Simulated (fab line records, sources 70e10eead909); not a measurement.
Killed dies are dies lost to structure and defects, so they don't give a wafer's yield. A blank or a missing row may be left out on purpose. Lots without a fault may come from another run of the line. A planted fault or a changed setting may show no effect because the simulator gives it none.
Which tool did it? | flow nand_harc | 24 lots, 72 wafers sampled, at 6 steps of a route of 1302

WHAT THE GAUGES READ, wafer by wafer
NHARC_A_CHANNEL_HOLE_D1_CD_MEAS_30. Usual: cd_nm 90.0 nm, standard deviation 1.8.
lot  | measured     | on        | cd_nm (nm)     | flag
L074 | day 8 22:56  | cd_sem-03 | 88.9 93.3 92.9 |
L075 | day 9 02:23  | cd_sem-01 | 86.1 90.5 90.3 |
L076 | day 9 12:09  | cd_sem-01 | 93.1 92.4 89.9 |
L077 | day 10 02:19 | cd_sem-02 | 90.3 90.1 85.5 |
L078 | day 10 09:09 | cd_sem-01 | 89.3 90.0 87.8 |
L079 | day 10 13:52 | cd_sem-02 | 91.6 85.5 85.8 |
L080 | day 11 06:53 | cd_sem-03 | 90.9 88.3 90.3 |
L082 | day 12 05:32 | cd_sem-03 | 88.7 88.4 89.9 |
L081 | day 12 06:11 | cd_sem-02 | 89.0 89.3 89.2 |
L083 | day 12 13:47 | cd_sem-02 | 90.4 92.0 91.1 |
L085 | day 13 12:52 | cd_sem-03 | 88.7 92.0 93.1 |
L084 | day 13 15:07 | cd_sem-01 | 93.3 91.7 90.4 |
L086 | day 14 03:06 | cd_sem-02 | 88.8 89.7 90.5 |
L087 | day 14 07:14 | cd_sem-02 | 92.2 90.8 89.0 |
L088 | day 14 15:52 | cd_sem-02 | 90.4 92.5 89.1 |
L089 | day 14 16:56 | cd_sem-02 | 89.4 89.2 89.9 |
L091 | day 15 14:58 | cd_sem-02 | 91.8 87.0 88.3 |
L090 | day 15 15:37 | cd_sem-01 | 88.5 88.3 93.0 |
L092 | day 16 05:30 | cd_sem-01 | 92.7 89.9 86.1 |
L093 | day 16 11:45 | cd_sem-01 | 90.8 89.1 93.4 |
L094 | day 17 02:29 | cd_sem-02 | 88.9 93.0 91.7 |
L095 | day 17 23:51 | cd_sem-02 | 90.4 90.2 89.1 |
L096 | day 18 08:13 | cd_sem-03 | 92.9 91.9 90.0 |
L097 | day 18 08:53 | cd_sem-03 | 89.5 88.3 90.8 |

NHARC_A_DECK1_JOINT_THK_MEAS_17: measures by ellipsometry. Usual: thk_nm 45.3 nm, standard deviation 1.1.
lot  | measured     | on            | thk_nm (nm)    | flag
L074 | day 12 09:31 | film_metro-02 | 44.9 44.6 47.1 |
L075 | day 12 09:30 | film_metro-01 | 44.9 45.3 47.2 |
L076 | day 12 23:40 | film_metro-02 | 45.9 45.8 46.3 |
L077 | day 13 20:59 | film_metro-02 | 42.4 45.4 44.7 |
L078 | day 14 05:24 | film_metro-02 | 46.3 46.6 45.1 |
L079 | day 14 12:34 | film_metro-02 | 44.4 45.3 46.1 |
L080 | day 14 18:05 | film_metro-02 | 46.4 44.4 46.6 |
L082 | day 15 18:06 | film_metro-01 | 45.7 44.0 46.1 |
L081 | day 15 18:05 | film_metro-02 | 44.6 45.9 44.8 |
L083 | day 16 00:53 | film_metro-01 | 44.7 44.9 44.6 |
L085 | day 16 23:21 | film_metro-01 | 44.2 45.3 45.1 |
L084 | day 16 23:21 | film_metro-01 | 44.6 48.0 46.5 |
L086 | day 17 14:11 | film_metro-02 | 45.3 47.1 44.8 |
L087 | day 17 14:11 | film_metro-02 | 45.8 45.2 45.2 |
L088 | day 18 10:34 | film_metro-02 | 45.5 46.0 45.5 |
L089 | day 18 10:33 | film_metro-01 | 45.8 48.5 47.4 |
L091 | day 19 07:17 | film_metro-02 | 46.4 46.6 45.2 |
L090 | day 19 07:17 | film_metro-01 | 45.1 45.4 42.8 |
L092 | day 19 17:11 | film_metro-01 | 44.5 47.0 45.9 |
L093 | day 20 03:03 | film_metro-02 | 46.6 46.3 45.0 |
L094 | day 20 20:29 | film_metro-02 | 45.0 45.7 46.1 |
L095 | day 21 08:48 | film_metro-01 | 43.4 45.1 47.2 |
L096 | day 21 20:20 | film_metro-01 | 45.8 45.2 44.5 |
L097 | day 21 20:15 | film_metro-02 | 45.2 43.9 47.0 |

WHICH TOOL RAN EACH LOT (tool, then ch and the chambers of the sampled wafers, then the start)
lot  | NHARC_A_CHANNEL_HOLE_D1_ETCH_23  | NHARC_A_CHANNEL_FILL_D1_ALD_14   | NHARC_A_CHANNEL_FILL_D1_ALD_25   | NHARC_A_DECK1_JOINT_ETCHBACK_07
L074 | har_etch-02 ch 0,1, day 8 18:57  | ald_hk-01 ch 2,3, day 9 06:16    | ald_hk-03 ch 0,1, day 10 12:53   | rie_si-03 ch 0,1,3, day 11 00:40
L075 | har_etch-01 ch 0,1, day 8 22:17  | ald_hk-01 ch 1,2,3, day 9 09:47  | ald_hk-02 ch 1,2,3, day 10 13:30 | rie_si-05 ch 0,1, day 11 00:40
L076 | har_etch-02 ch 0,1, day 9 08:25  | ald_hk-03 ch 1,2,3, day 9 20:20  | ald_hk-02 ch 1,2, day 11 05:06   | rie_si-03 ch 0,2,3, day 11 16:25
L077 | har_etch-01 ch 0,1, day 9 22:20  | ald_hk-02 ch 0,1,3, day 10 10:59 | ald_hk-03 ch 0,1, day 11 20:37   | rie_si-03 ch 0,3, day 12 07:57
L078 | har_etch-01 ch 0,1, day 10 05:04 | ald_hk-01 ch 0,3, day 10 16:32   | ald_hk-01 ch 1,2, day 12 00:56   | rie_si-01 ch 0,2, day 12 16:41
L079 | har_etch-02 ch 0,1, day 10 09:48 | ald_hk-01 ch 2,3, day 10 22:14   | ald_hk-03 ch 1,2,3, day 12 10:51 | rie_si-03 ch 0,2,3, day 12 22:12
L080 | har_etch-01 ch 0,1, day 11 03:08 | ald_hk-02 ch 0,3, day 11 14:20   | ald_hk-01 ch 1,2, day 12 21:34   | rie_si-01 ch 2,3, day 13 08:40
L082 | har_etch-02 ch 0,1, day 12 01:26 | ald_hk-03 ch 0,3, day 12 13:57   | ald_hk-01 ch 0,2,3, day 13 19:51 | rie_si-03 ch 0,3, day 14 06:53
L081 | har_etch-01 ch 0,1, day 12 01:55 | ald_hk-03 ch 0,1,3, day 12 14:14 | ald_hk-03 ch 0,1, day 13 19:50   | rie_si-01 ch 0,1,2, day 14 06:54
L083 | har_etch-01 ch 0,1, day 12 09:42 | ald_hk-02 ch 0,2, day 12 21:16   | ald_hk-03 ch 0,2,3, day 14 03:00 | rie_si-05 ch 2,3, day 14 14:42
L085 | har_etch-01 ch 0,1, day 13 08:53 | ald_hk-02 ch 0,1,3, day 13 21:25 | ald_hk-01 ch 0,1, day 15 02:44   | rie_si-05 ch 0,2,3, day 15 14:37
L084 | har_etch-02 ch 0,1, day 13 11:02 | ald_hk-02 ch 0,1, day 13 21:10   | ald_hk-03 ch 1,2, day 15 03:57   | rie_si-03 ch 1,2, day 15 18:05
L086 | har_etch-01 ch 0, day 13 22:59   | ald_hk-03 ch 2,3, day 14 10:27   | ald_hk-03 ch 1,2,3, day 15 19:20 | rie_si-01 ch 1,2, day 16 07:07
L087 | har_etch-01 ch 0,1, day 14 03:16 | ald_hk-02 ch 1,2,3, day 14 14:38 | ald_hk-01 ch 0,1,3, day 15 21:11 | rie_si-05 ch 0,1, day 16 07:07
L088 | har_etch-02 ch 0,1, day 14 11:47 | ald_hk-02 ch 0,1,2, day 14 23:32 | ald_hk-01 ch 0,1,3, day 16 06:22 | rie_si-05 ch 0,1,2, day 16 18:10
L089 | har_etch-01 ch 0, day 14 12:52   | ald_hk-02 ch 0,1,2, day 14 23:19 | ald_hk-02 ch 0,2,3, day 16 06:22 | rie_si-03 ch 0,2,3, day 16 18:12
L091 | har_etch-02 ch 0,1, day 15 10:52 | ald_hk-03 ch 1,3, day 15 23:05   | ald_hk-03 ch 0,1,3, day 17 03:59 | rie_si-05 ch 1,2,3, day 17 15:46
L090 | har_etch-01 ch 0,1, day 15 11:34 | ald_hk-03 ch 1,3, day 15 23:16   | ald_hk-01 ch 0,1,3, day 17 04:00 | rie_si-01 ch 0,2, day 17 15:47
L092 | har_etch-01 ch 0,1, day 16 01:14 | ald_hk-01 ch 1,2,3, day 16 12:55 | ald_hk-03 ch 0,1,2, day 17 18:39 | rie_si-05 ch 0,3, day 18 06:14
L093 | har_etch-02 ch 0,1, day 16 07:46 | ald_hk-01 ch 1,3, day 16 19:11   | ald_hk-01 ch 1,3, day 18 03:26   | rie_si-01 ch 0,2,3, day 18 15:19
L094 | har_etch-01 ch 0,1, day 16 22:21 | ald_hk-02 ch 1,3, day 17 09:56   | ald_hk-03 ch 0,3, day 18 16:04   | rie_si-03 ch 0,1,2, day 19 03:47
L095 | har_etch-01 ch 0,1, day 17 19:59 | ald_hk-03 ch 1,2,3, day 18 07:23 | ald_hk-03 ch 1,2,3, day 19 13:05 | rie_si-05 ch 1,2, day 20 00:12
L096 | har_etch-01 ch 0,1, day 18 04:15 | ald_hk-03 ch 0,1,3, day 18 15:45 | ald_hk-01 ch 0,1,3, day 19 23:15 | rie_si-03 ch 0,1,2, day 20 10:28
L097 | har_etch-02 ch 0,1, day 18 04:47 | ald_hk-03 ch 0,2,3, day 18 15:32 | ald_hk-03 ch 1,3, day 19 23:15   | rie_si-01 ch 0,2,3, day 20 10:28
- NHARC_A_CHANNEL_HOLE_D1_ETCH_23: etches the open film in C4F8/O2/Ar, time 819 s, target depth 1600 nm.
- NHARC_A_CHANNEL_FILL_D1_ALD_14: deposits SiO2, target thk 2.5 nm, pulse time 10 s, ald cycles 25.
- NHARC_A_CHANNEL_FILL_D1_ALD_25: deposits SiOx, target thk 60 nm, pulse time 10 s, ald cycles 600.
- NHARC_A_DECK1_JOINT_ETCHBACK_07: etches the open film in HBr, target depth 105 nm, time 26.9 s.

WHAT THE TOOLS THEMSELVES READ (means of the sampled wafers that have a number; where no wafer has one, the mark that the record gives instead)
NHARC_A_CHANNEL_HOLE_D1_ETCH_23. Usual: drypump_motor_current_A 5.5 A, standard deviation 0.32; showerhead_plenum_p_Torr 3.68 Torr, standard deviation 0.088; throttle_valve_pct 32.154 %, standard deviation 0.0084.
lot  | tool        | drypump_motor_current_A (A) | showerhead_plenum_p_Torr (Torr) | throttle_valve_pct (%) | flag
L074 | har_etch-02 | 5.5                         | 3.68                            | 32.151                 |
L075 | har_etch-01 | 5.7                         | 3.74                            | 32.153                 |
L076 | har_etch-02 | 5.2                         | 3.60                            | 32.160                 |
L077 | har_etch-01 | 5.6                         | 3.73                            | 32.158                 |
L078 | har_etch-01 | 5.6                         | 3.73                            | 32.156                 |
L079 | har_etch-02 | 5.2                         | 3.59                            | 32.148                 |
L080 | har_etch-01 | 5.6                         | 3.72                            | 32.155                 |
L082 | har_etch-02 | 5.5                         | 3.66                            | 32.149                 |
L081 | har_etch-01 | 5.7                         | 3.71                            | 32.152                 |
L083 | har_etch-01 | 5.6                         | 3.71                            | 32.157                 |
L085 | har_etch-01 | 5.6                         | 3.70                            | 32.150                 |
L084 | har_etch-02 | 5.2                         | 3.57                            | 32.149                 |
L086 | har_etch-01 | 5.5                         | 3.70                            | 32.151                 |
L087 | har_etch-01 | 5.6                         | 3.70                            | 32.159                 |
L088 | har_etch-02 | 5.2                         | 3.57                            | 32.148                 |
L089 | har_etch-01 | 5.5                         | 3.69                            | 32.155                 |
L091 | har_etch-02 | 5.5                         | 3.64                            | 32.156                 |
L090 | har_etch-01 | 5.7                         | 3.68                            | 32.153                 |
L092 | har_etch-01 | 5.7                         | 3.68                            | 32.149                 |
L093 | har_etch-02 | 5.5                         | 3.63                            | 32.149                 |
L094 | har_etch-01 | 5.6                         | 3.67                            | 32.148                 |
L095 | har_etch-01 | 5.7                         | 3.66                            | 32.156                 |
L096 | har_etch-01 | 5.6                         | 3.66                            | 32.161                 |
L097 | har_etch-02 | 5.5                         | 3.78                            | 32.154                 |

NHARC_A_CHANNEL_FILL_D1_ALD_14. Usual: heater_power_w 452 W, standard deviation 48; precursor_pulse_height_rel 0.999, standard deviation 0.02.
lot  | tool      | heater_power_w (W) | precursor_pulse_height_rel | flag
L074 | ald_hk-01 | 414                | 1.009                      |
L075 | ald_hk-01 | 432                | 1.012                      |
L076 | ald_hk-03 | 454                | 0.995                      |
L077 | ald_hk-02 | 474                | 0.987                      |
L078 | ald_hk-01 | 452                | 0.995                      |
L079 | ald_hk-01 | 444                | 1.006                      |
L080 | ald_hk-02 | 408                | 0.996                      |
L082 | ald_hk-03 | 419                | 0.986                      |
L081 | ald_hk-03 | 448                | 0.991                      |
L083 | ald_hk-02 | 463                | 0.993                      |
L085 | ald_hk-02 | 464                | 1.013                      |
L084 | ald_hk-02 | 530                | 1.014                      |
L086 | ald_hk-03 | 426                | 1.023                      |
L087 | ald_hk-02 | 465                | 0.998                      |
L088 | ald_hk-02 | 509                | 1.010                      |
L089 | ald_hk-02 | 495                | 0.993                      |
L091 | ald_hk-03 | 449                | 1.001                      |
L090 | ald_hk-03 | 460                | 1.014                      |
L092 | ald_hk-01 | 440                | 1.003                      |
L093 | ald_hk-01 | 415                | 1.019                      |
L094 | ald_hk-02 | 425                | 0.991                      |
L095 | ald_hk-03 | 445                | 0.997                      |
L096 | ald_hk-03 | 444                | 0.997                      |
L097 | ald_hk-03 | 422                | 0.995                      |

NHARC_A_CHANNEL_FILL_D1_ALD_25. Usual: heater_power_w 446 W, standard deviation 37; precursor_pulse_height_rel 0.999, standard deviation 0.02.
lot  | tool      | heater_power_w (W) | precursor_pulse_height_rel | flag
L074 | ald_hk-03 | 460                | 0.994                      |
L075 | ald_hk-02 | 463                | 0.990                      |
L076 | ald_hk-02 | 493                | 0.998                      |
L077 | ald_hk-03 | 464                | 1.014                      |
L078 | ald_hk-01 | 433                | 1.013                      |
L079 | ald_hk-03 | 447                | 1.007                      |
L080 | ald_hk-01 | 455                | 0.989                      |
L082 | ald_hk-01 | 451                | 0.982                      |
L081 | ald_hk-03 | 447                | 1.033                      |
L083 | ald_hk-03 | 424                | 0.991                      |
L085 | ald_hk-01 | 463                | 1.002                      |
L084 | ald_hk-03 | 437                | 0.984                      |
L086 | ald_hk-03 | 452                | 0.989                      |
L087 | ald_hk-01 | 433                | 1.004                      |
L088 | ald_hk-01 | 436                | 0.986                      |
L089 | ald_hk-02 | 430                | 1.001                      |
L091 | ald_hk-03 | 453                | 0.993                      |
L090 | ald_hk-01 | 436                | 1.001                      |
L092 | ald_hk-03 | 454                | 0.995                      |
L093 | ald_hk-01 | 407                | 0.989                      |
L094 | ald_hk-03 | 425                | 1.019                      |
L095 | ald_hk-03 | 446                | 0.987                      |
L096 | ald_hk-01 | 427                | 1.002                      |
L097 | ald_hk-03 | 469                | 0.970                      |

NHARC_A_DECK1_JOINT_ETCHBACK_07. Usual: drypump_motor_current_A 5.5 A, standard deviation 0.56; oes_product_au 1.005 a.u., standard deviation 0.015; throttle_valve_pct 23.266 %, standard deviation 0.0083.
lot  | tool      | drypump_motor_current_A (A) | oes_product_au (a.u.) | throttle_valve_pct (%) | flag
L074 | rie_si-03 | 5.0                         | 0.993                 | 23.261                 |
L075 | rie_si-05 | 5.9                         | 1.026                 | 23.269                 |
L076 | rie_si-03 | 5.4                         | 0.987                 | 23.261                 |
L077 | rie_si-03 | 5.0                         | 0.988                 | 23.273                 |
L078 | rie_si-01 | 5.3                         | 1.011                 | 23.267                 |
L079 | rie_si-03 | 5.5                         | 0.981                 | 23.266                 |
L080 | rie_si-01 | 5.1                         | 1.016                 | 23.266                 |
L082 | rie_si-03 | 5.0                         | 0.985                 | 23.270                 |
L081 | rie_si-01 | 5.2                         | 1.007                 | 23.259                 |
L083 | rie_si-05 | 5.9                         | 0.999                 | 23.259                 |
L085 | rie_si-05 | 6.2                         | 0.998                 | 23.277                 |
L084 | rie_si-03 | 5.8                         | 1.006                 | 23.273                 |
L086 | rie_si-01 | 5.0                         | 0.999                 | 23.269                 |
L087 | rie_si-05 | 6.3                         | 1.019                 | 23.257                 |
L088 | rie_si-05 | 5.9                         | 1.011                 | 23.260                 |
L089 | rie_si-03 | 5.4                         | 1.002                 | 23.259                 |
L091 | rie_si-05 | 5.8                         | 0.998                 | 23.266                 |
L090 | rie_si-01 | 5.0                         | 1.002                 | 23.270                 |
L092 | rie_si-05 | 6.5                         | 1.026                 | 23.267                 |
L093 | rie_si-01 | 5.3                         | 1.024                 | 23.280                 |
L094 | rie_si-03 | 5.4                         | 1.008                 | 23.260                 |
L095 | rie_si-05 | 5.6                         | 1.004                 | 23.265                 |
L096 | rie_si-03 | 5.4                         | 1.009                 | 23.263                 |
L097 | rie_si-01 | 5.3                         | 1.012                 | 23.263                 |

THE ANSWER, worked out from the rows above alone
Rule: a lot is off if the mean of its wafers that have a number lies more than 3 standard deviations from the usual mean. A lot without any number at a reading at which 4 lots or more have one is off too. The other lots that the step has rows for count as sound. The gauges are gone through in route order, then the tools' own readings, and for those a lot's mean is taken as printed above. The first step at which some lot is off is used, and at that step the reading that is off furthest; a lot without a number counts as furthest.
No lot is off at any reading shown: from this, nothing can be told.

WHAT THE SIMULATOR HAD PUT IN
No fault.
